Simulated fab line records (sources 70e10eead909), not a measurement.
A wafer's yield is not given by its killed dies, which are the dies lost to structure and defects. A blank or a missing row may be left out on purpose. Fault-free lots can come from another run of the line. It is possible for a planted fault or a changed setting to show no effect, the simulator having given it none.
Matching of chambers    flow nand harc    rie diel-04 running NHARC_A_STAIRCASE_TRIM_196: 4 sister chambers
The step chemistry O2, time 211.2 s. 33 wafers are shown with their chamber, then 12 later ones without.

## WAFERS PAIRED WITH THEIR CHAMBERS
wafer   chamber  drypump motor current A (A)  showerhead plenum p Torr (Torr)  oes product au (a.u.)
L075.2  1        5.5                          3.46                             1.011
L075.5  1        5.6                          3.46                             1.017
L075.6  0        6.0                          3.57                             0.997
L076.1  3        5.4                          3.35                             1.009
L076.3  1        5.5                          3.46                             1.013
L076.4  0        6.0                          3.57                             0.993
L079.2  3        5.4                          3.35                             1.013
L079.3  2        5.2                          3.54                             1.022
L079.6  3        5.4                          3.35                             1.010
L079.1  0        6.0                          3.56                             0.989
L079.4  1        5.6                          3.46                             1.006
L079.5  2        5.2                          3.54                             1.021
L080.4  0        5.9                          3.56                             0.997
L080.5  0        6.0                          3.56                             0.982
L080.6  1        5.6                          3.45                             1.004
L080.1  2        5.2                          3.53                             1.031
L080.2  3        5.4                          3.34                             1.008
L080.3  1        5.6                          3.45                             1.012
L085.1  1        5.6                          3.44                             1.013
L085.2  3        5.4                          3.33                             0.990
L085.6  1        5.6                          3.44                             1.006
L089.1  3        5.4                          3.33                             0.997
L089.2  1        5.6                          3.44                             1.009
L089.3  0        6.0                          3.54                             1.003
L089.4  3        5.4                          3.33                             0.989
L089.5  0        6.0                          3.54                             0.997
L089.6  1        5.5                          3.44                             1.014
L088.1  1        5.5                          3.44                             1.010
L088.3  3        5.4                          3.33                             1.010
L088.4  0        6.0                          3.54                             0.985
L090.2  0        6.0                          3.54                             1.001
L090.4  3        5.4                          3.32                             0.994
L090.5  1        5.6                          3.44                             1.006

SIGNATURES (averages over the wafers above)
reading                   chamber 0  chamber 1  chamber 2  chamber 3  scatter within a chamber
drypump motor current A   5.989      5.567      5.200      5.400      0.035
showerhead plenum p Torr  3.5533     3.4483     3.5367     3.3367     0.0109
oes product au            0.99378    1.01008    1.02467    1.00222    0.00689
Rule: for each reading, subtract the chamber's mean from the wafer's reading, divide by that reading's scatter and square the result; add these up over the readings and take the root, which gives the wafer's distance from the chamber. If the next closest chamber is less than 2 further off than the closest, the wafer can't be placed; otherwise it belongs to the closest. The scatter is the square root of a quotient: the sum, over the shown wafers, of each reading's squared deviation from its chamber's mean, divided by wafers minus chambers.

## WAFERS WHOSE CHAMBER IS MISSING
wafer   drypump motor current A (A)  showerhead plenum p Torr (Torr)  oes product au (a.u.)
L090.1  5.6                          3.44                             1.012
L090.3  5.2                          3.52                             1.012
L090.6  6.0                          3.54                             1.002
L093.2  5.5                          3.43                             1.007
L093.4  5.2                          3.51                             1.013
L093.5  5.2                          3.51                             1.021
L093.1  6.0                          3.54                             0.992
L093.3  5.4                          3.32                             1.011
L093.6  5.5                          3.43                             0.998
L095.2  5.5                          3.43                             1.004
L095.3  5.4                          3.32                             1.008
L095.4  5.1                          3.51                             1.014

## WHICH CHAMBER EACH WENT THROUGH
wafer   from the rows above  in truth
L090.1  1                    1
L090.3  2                    2
L090.6  0                    0
L093.2  1                    1
L093.4  2                    2
L093.5  2                    2
L093.1  0                    0
L093.3  3                    3
L093.6  1                    1
L095.2  1                    1
L095.3  3                    3
L095.4  2                    2
12 of 12 placed correctly. Can't be placed from these rows: 0. 0 placed wrongly.
